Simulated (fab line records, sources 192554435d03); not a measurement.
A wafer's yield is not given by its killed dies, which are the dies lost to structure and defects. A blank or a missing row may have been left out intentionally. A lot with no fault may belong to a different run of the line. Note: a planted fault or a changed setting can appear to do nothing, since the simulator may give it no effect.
3 desks looking at one fault | flow n5Finfet | numbers are kept per desk, each desk with only its own; the story behind them comes last

== DESK OF THE TOOL OWNER: pvdSputter-02 ==
At N5_MIM_BOT_SPUTTER_00 (material TiN, target thk 35 nm, time 89.7 s) the tool's own readings: per lot run on this tool, the mean of the sampled wafers that have a number. Any lot whose mean is over 4 standard deviations away from the usual mean is out of limits and marked OUT; that distance is given in the brackets.
Columns: A = susceptorTempC at N5_MIM_BOT_SPUTTER_00, usual 199.99 C; B = throttleValvePct at N5_MIM_BOT_SPUTTER_00, usual 30.4 %
lot  | first seen here | A      | B
L504 | day 12 01:25    | 200.05 | 30.6
L505 | day 12 10:08    | 199.83 | 30.5
L514 | day 14 11:22    | 199.97 | 30.6
This desk's verdict: no lot among the 3 shows anything out of limits.

== THE DEFECT DESK ==
Lot by lot, what the route's inspections counted, given as the mean of those sampled wafers with a number. Any lot whose mean is over 4 standard deviations away from the usual mean is out of limits and marked OUT; that distance is given in the brackets.
Columns: A = rawDefectCount at N5_BEOL_M15_INSPECT_55, usual 68
lot  | first seen here | A
L504 | day 11 23:54    | 38
L505 | day 12 08:25    | 72
L514 | day 14 09:08    | 34
L520 | day 15 21:49    | 53
L521 | day 16 10:25    | 67
This desk's verdict: no lot among the 5 shows anything out of limits.

== METROLOGY DESK ==
Means of the sampled wafers that have a number, per lot and without regard to the tool the lot ran on: this is what the gauges read. Any lot whose mean is over 4 standard deviations away from the usual mean is out of limits and marked OUT; that distance is given in the brackets. 7 of its 25 readings are shown, namely those furthest out on some lot.
Columns: A = M15_THK at N5_BEOL_M15_THK_MEAS_50, usual 843 nm; B = M15_RS at N5_BEOL_M15_RS_MEAS_54, usual 0.0215 ohm/sq; C = COMB_M10 at N5_BEOL_M15_RC_MEAS_101, usual 1.5e-11 S/m; D = COMB_M11 at N5_BEOL_M15_RC_MEAS_101, usual 1.5e-11 S/m; E = COMB_M15 at N5_BEOL_M15_RC_MEAS_101, usual 2.5e-12 S/m; F = SERP_M12 at N5_BEOL_M15_RC_MEAS_101, usual 0.637 ohm/um; G = SERP_M13 at N5_BEOL_M15_RC_MEAS_101, usual 0.308 ohm/um
lot  | first seen here | A   | B      | C       | D       | E       | F     | G
L504 | day 11 23:44    | 841 | 0.0217 | 1.5e-11 | 2.0e-11 | 2.1e-12 | 0.639 | 0.311
L505 | day 12 08:16    | 821 | 0.0220 | 1.0e-11 | 1.6e-11 | 1.9e-12 | 0.642 | 0.318
L514 | day 14 08:58    | 855 | 0.0211 | 1.4e-11 | 1.9e-11 | 1.5e-12 | 0.658 | 0.312
L520 | day 15 21:40    | 850 | 0.0215 | 1.7e-11 | 1.1e-11 | 3.1e-12 | 0.632 | 0.308
L521 | day 16 10:15    | 833 | 0.0217 | 1.2e-11 | 1.7e-11 | 2.2e-12 | 0.632 | 0.316
This desk's verdict: no lot among the 5 shows anything out of limits.

== ALL TOGETHER ==
The tool owner's desk saw nothing out of limits.
Nothing out of limits was seen by the defect desk.
Metrology desk: nothing out of limits seen.

== WHAT THE SIMULATOR HAD PUT IN ==
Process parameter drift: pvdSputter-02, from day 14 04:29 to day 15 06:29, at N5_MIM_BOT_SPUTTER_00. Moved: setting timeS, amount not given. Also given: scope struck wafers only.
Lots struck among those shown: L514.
